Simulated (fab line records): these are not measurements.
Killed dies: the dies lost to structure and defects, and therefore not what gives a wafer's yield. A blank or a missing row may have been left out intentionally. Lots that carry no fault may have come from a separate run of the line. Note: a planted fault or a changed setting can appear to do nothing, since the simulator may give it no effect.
8D (eight disciplines) problem report, filled in by code | flow n5-finfet | the parts of the form that need people (team, actions taken, sign-off) are left out

== 1. THE PROBLEM ==
At N5_PASSIVATION_CD_MEAS_30, cd-nm averages 3980.4 nm over 6 wafers from 2 lots, while fault-free wafers read 4001.5 nm, standard deviation 2. Measured from the usual mean, that is -11 standard deviations.
The step: target cd 4000 nm.
First seen on wafer L302.1, day 16 18:58, on cd-sem-03. At this step, 27 wafers from 9 lots have a number in the record. The rule behind "out" and "out of limits": a value lying over 4 standard deviations away from the usual mean. The rest of the wafers with a number are treated as sound.

== 2. WHAT IT IS AND WHAT IT IS NOT ==
question                    | is                     | is not
which readings at this step | cd-nm                  | -
which lots                  | L302, L303             | L285, L288, L290, L292, L293, L294, L305
which wafers of those lots  | all that have a number | -
read on which gauges        | cd-sem-01, cd-sem-03   | cd-sem-02
when                        | from day 16 18:58      | up to then (18 sound wafers); but 3 sound wafers of L305 came after

== 3. THE SUSPECTS, EACH WITH WHAT RULES IT OUT ==
Counting: any tool at a process step up to the reading is kept as a suspect provided that every lot that is out went through it and no sound lot did after the first of them.
- the gauge at N5_PASSIVATION_CD_MEAS_30 is ruled out. The wafers that are out were read on 2 gauges (cd-sem-01, cd-sem-03).
- krf-scanner-02 at N5_PASSIVATION_EXPOSE_27 (exposes mask PAD, defocus 0 nm): kept. All lots that are out passed through it, beginning with L302 at day 16 18:47, and no sound lot followed; its final sound lot before that point was L294 at day 14 09:11. On those wafers its own readings are out: exposure-dose-mJ-cm2.
Left after counting: krf-scanner-02 at N5_PASSIVATION_EXPOSE_27.

== 4. THE CAUSE (what the simulator had put in) ==
Drift in process parameters on krf-scanner-02 at N5_PASSIVATION_EXPOSE_27, starting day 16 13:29. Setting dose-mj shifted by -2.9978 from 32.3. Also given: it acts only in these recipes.
This tool alone remained once counting was done.

== 5. SEQUENCE OF EFFECTS, ordered by route ==
Each row: a reading whose mean over the struck wafers that have a number lies more than 3 standard deviations from the usual. Scope: only readings with a usual standard deviation given in the record; hours: median across lots of the time from each lot's start at the first step in this table that gives one to its start at this step; sigmas: change in usual standard deviations.
hours | step                      | reading              | usual     | on struck wafers | change | sigmas
0     | N5_PASSIVATION_EXPOSE_27  | exposure-dose-mJ-cm2 | 32.30     | 29.30            | -3.00  | -79
0     | N5_PASSIVATION_CD_MEAS_30 | cd-nm                | 4001.5 nm | 3980.4           | -21.1  | -11
Here are the process steps it includes:
- N5_PASSIVATION_EXPOSE_27: exposes mask PAD, defocus 0 nm.

== 6. HOW IT WOULD HAVE BEEN CAUGHT EARLIER ==
5 hours passed between the start of the fault at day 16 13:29 and the first reading out of limits at a measuring or inspecting step in this record, taken at day 16 18:58.
Tool's own readings at N5_PASSIVATION_EXPOSE_27, exposure-dose-mJ-cm2: out on all struck wafers the step has rows for; an alarm limit on them would have tripped on the first.
Lots out: 2; of these, L303 started N5_PASSIVATION_EXPOSE_27 on krf-scanner-02 after day 16 18:58. A hold on the tool at that time would have spared it.
